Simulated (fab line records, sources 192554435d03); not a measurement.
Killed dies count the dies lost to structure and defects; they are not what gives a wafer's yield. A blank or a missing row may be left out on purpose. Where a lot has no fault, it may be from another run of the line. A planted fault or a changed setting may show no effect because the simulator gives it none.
Which of the tools did it? :: flow n5_finfet :: 12 lots, 36 wafers sampled, at 3 steps of a route of 1938

WHAT EACH GAUGE READ, for each wafer
N5_MIM_TOP_LITHO_OVL_MEAS_11. Usual: for MIM_TOP_OVL the level is 2 nm and the standard deviation is 6.3.
lot: L811
measured: day 13 09:17
on: overlay-01
MIM_TOP_OVL (nm): 1 12 -5
flag: 

lot: L812
measured: day 13 01:43
on: overlay-01
MIM_TOP_OVL (nm): 14 -3 1
flag: 

lot: L813
measured: day 13 02:05
on: overlay-01
MIM_TOP_OVL (nm): -5 -2 0
flag: 

lot: L814
measured: day 13 21:08
on: overlay-01
MIM_TOP_OVL (nm): 1 2 3
flag: 

lot: L816
measured: day 14 02:14
on: overlay-01
MIM_TOP_OVL (nm): 2 4 9
flag: 

lot: L817
measured: day 14 05:43
on: overlay-01
MIM_TOP_OVL (nm): 2 -2 4
flag: 

lot: L819
measured: day 17 13:01
on: overlay-01
MIM_TOP_OVL (nm): 3 -4 1
flag: 

lot: L825
measured: day 17 08:22
on: overlay-01
MIM_TOP_OVL (nm): -4 -10 -12
flag: 

lot: L827
measured: day 19 07:01
on: overlay-01
MIM_TOP_OVL (nm): 4 0 0
flag: 

lot: L829
measured: day 18 09:55
on: overlay-02
MIM_TOP_OVL (nm): 4 3 5
flag: 

lot: L831
measured: day 19 11:46
on: overlay-02
MIM_TOP_OVL (nm): -2 7 -10
flag: 

lot: L833
measured: day 19 07:34
on: overlay-01
MIM_TOP_OVL (nm): 12 -4 8
flag: 

N5_PASSIVATION_OVL_MEAS_63. Usual: for PAD_OVL the level is 0 nm and the standard deviation is 5.4.
lot: L811
measured: day 13 16:19
on: overlay-02
PAD_OVL (nm): 1 -4 4
flag: 

lot: L812
measured: day 13 06:01
on: overlay-01
PAD_OVL (nm): -2 -5 -1
flag: 

lot: L813
measured: day 13 06:23
on: overlay-02
PAD_OVL (nm): 5 7 6
flag: 

lot: L814
measured: day 14 02:08
on: overlay-02
PAD_OVL (nm): 4 6 8
flag: 

lot: L816
measured: day 14 08:26
on: overlay-01
PAD_OVL (nm): -5 -1 2
flag: 

lot: L817
measured: day 14 12:17
on: overlay-01
PAD_OVL (nm): 1 2 -6
flag: 

lot: L819
measured: day 17 19:22
on: overlay-02
PAD_OVL (nm): -1 5 -4
flag: 

lot: L825
measured: day 17 14:08
on: overlay-01
PAD_OVL (nm): -3 -10 -3
flag: 

lot: L827
measured: day 19 11:14
on: overlay-02
PAD_OVL (nm): -1 5 3
flag: 

lot: L829
measured: day 18 17:47
on: overlay-01
PAD_OVL (nm): 4 2 2
flag: 

lot: L831
measured: day 19 17:39
on: overlay-02
PAD_OVL (nm): -5 -4 -3
flag: 

lot: L833
measured: day 19 17:09
on: overlay-01
PAD_OVL (nm): -7 3 1
flag: 

WHAT TOOL EACH LOT RAN ON (gives the tool, then ch and the chambers of the sampled wafers, and finally the start)
lot: L811
N5_HKMG_FIN_STRIP_92: rie_diel-04 ch 0,1,3, day 4 16:47

lot: L812
N5_HKMG_FIN_STRIP_92: rie_diel-05 ch 0,1,2, day 4 16:52

lot: L813
N5_HKMG_FIN_STRIP_92: rie_diel-05 ch 0,1,3, day 4 22:43

lot: L814
N5_HKMG_FIN_STRIP_92: rie_diel-04 ch 0,3, day 5 04:12

lot: L816
N5_HKMG_FIN_STRIP_92: rie_diel-01 ch 1,3, day 5 17:07

lot: L817
N5_HKMG_FIN_STRIP_92: rie_diel-01 ch 0,3, day 5 21:50

lot: L819
N5_HKMG_FIN_STRIP_92: rie_diel-01 ch 0,1, day 6 08:59

lot: L825
N5_HKMG_FIN_STRIP_92: rie_diel-01 ch 0,1,2, day 7 22:44

lot: L827
N5_HKMG_FIN_STRIP_92: rie_diel-01 ch 0,1,3, day 8 11:26

lot: L829
N5_HKMG_FIN_STRIP_92: rie_diel-05 ch 1,3, day 8 22:01

lot: L831
N5_HKMG_FIN_STRIP_92: rie_diel-05 ch 1,2, day 9 16:50

lot: L833
N5_HKMG_FIN_STRIP_92: rie_diel-04 ch 1,3, day 10 04:26
- N5_HKMG_FIN_STRIP_92: strips SOC in N2/H2, time 20 s.

WHAT THE TOOLS THEMSELVES READ (means of the sampled wafers that have a number; where no wafer has one, the mark that the record gives instead)
N5_HKMG_FIN_STRIP_92. Usual: drypump_motor_current_A 5.8 A, standard deviation 0.51; oes_product_au 0.78 a.u., standard deviation 0.076; rf_vpp_V 54.2 V, standard deviation 0.93; showerhead_plenum_p_Torr 3.38 Torr, standard deviation 0.076; throttle_valve_pct 19.15 %, standard deviation 0.24.
lot: L811
tool: rie_diel-04
drypump_motor_current_A (A): 6.0
oes_product_au (a.u.): 0.67
rf_vpp_V (V): 54.7
showerhead_plenum_p_Torr (Torr): 3.41
throttle_valve_pct (%): 19.17
flag: 

lot: L812
tool: rie_diel-05
drypump_motor_current_A (A): 6.1
oes_product_au (a.u.): 0.80
rf_vpp_V (V): 54.3
showerhead_plenum_p_Torr (Torr): 3.48
throttle_valve_pct (%): 19.19
flag: 

lot: L813
tool: rie_diel-05
drypump_motor_current_A (A): 6.1
oes_product_au (a.u.): 0.83
rf_vpp_V (V): 54.2
showerhead_plenum_p_Torr (Torr): 3.40
throttle_valve_pct (%): 19.17
flag: 

lot: L814
tool: rie_diel-04
drypump_motor_current_A (A): 6.0
oes_product_au (a.u.): 0.68
rf_vpp_V (V): 53.4
showerhead_plenum_p_Torr (Torr): 3.45
throttle_valve_pct (%): 19.16
flag: 

lot: L816
tool: rie_diel-01
drypump_motor_current_A (A): 5.5
oes_product_au (a.u.): 0.79
rf_vpp_V (V): 55.2
showerhead_plenum_p_Torr (Torr): 3.37
throttle_valve_pct (%): 19.33
flag: 

lot: L817
tool: rie_diel-01
drypump_motor_current_A (A): 5.6
oes_product_au (a.u.): 0.84
rf_vpp_V (V): 54.1
showerhead_plenum_p_Torr (Torr): 3.37
throttle_valve_pct (%): 19.07
flag: 

lot: L819
tool: rie_diel-01
drypump_motor_current_A (A): 6.0
oes_product_au (a.u.): 0.82
rf_vpp_V (V): 53.6
showerhead_plenum_p_Torr (Torr): 3.34
throttle_valve_pct (%): 19.27
flag: 

lot: L825
tool: rie_diel-01
drypump_motor_current_A (A): 5.7
oes_product_au (a.u.): 0.78
rf_vpp_V (V): 54.5
showerhead_plenum_p_Torr (Torr): 3.36
throttle_valve_pct (%): 19.07
flag: 

lot: L827
tool: rie_diel-01
drypump_motor_current_A (A): 5.8
oes_product_au (a.u.): 0.81
rf_vpp_V (V): 54.0
showerhead_plenum_p_Torr (Torr): 3.34
throttle_valve_pct (%): 19.21
flag: 

lot: L829
tool: rie_diel-05
drypump_motor_current_A (A): 6.2
oes_product_au (a.u.): 0.80
rf_vpp_V (V): 54.3
showerhead_plenum_p_Torr (Torr): 3.29
throttle_valve_pct (%): 19.10
flag: 

lot: L831
tool: rie_diel-05
drypump_motor_current_A (A): 6.4
oes_product_au (a.u.): 0.76
rf_vpp_V (V): 53.8
showerhead_plenum_p_Torr (Torr): 3.40
throttle_valve_pct (%): 19.21
flag: 

lot: L833
tool: rie_diel-04
drypump_motor_current_A (A): 5.7
oes_product_au (a.u.): 0.91
rf_vpp_V (V): 53.7
showerhead_plenum_p_Torr (Torr): 3.39
throttle_valve_pct (%): 18.98
flag: 

THE ANSWER, worked out from the rows above alone
Rule: a lot is off if the mean of its wafers that have a number lies more than 3 standard deviations from the usual mean. Also off: a lot with no number at a reading for which 4 or more lots have one. Where the step has rows for the other lots, those lots are counted as sound. First the gauges in route order, then the tools' own readings, where a lot's mean is used as printed above. The first step at which some lot is off is used, and at that step the reading that is off furthest; a lot without a number counts as furthest.
None of the lots is off at any reading shown; this tells nothing.

WHAT HAD BEEN PUT IN BY THE SIMULATOR
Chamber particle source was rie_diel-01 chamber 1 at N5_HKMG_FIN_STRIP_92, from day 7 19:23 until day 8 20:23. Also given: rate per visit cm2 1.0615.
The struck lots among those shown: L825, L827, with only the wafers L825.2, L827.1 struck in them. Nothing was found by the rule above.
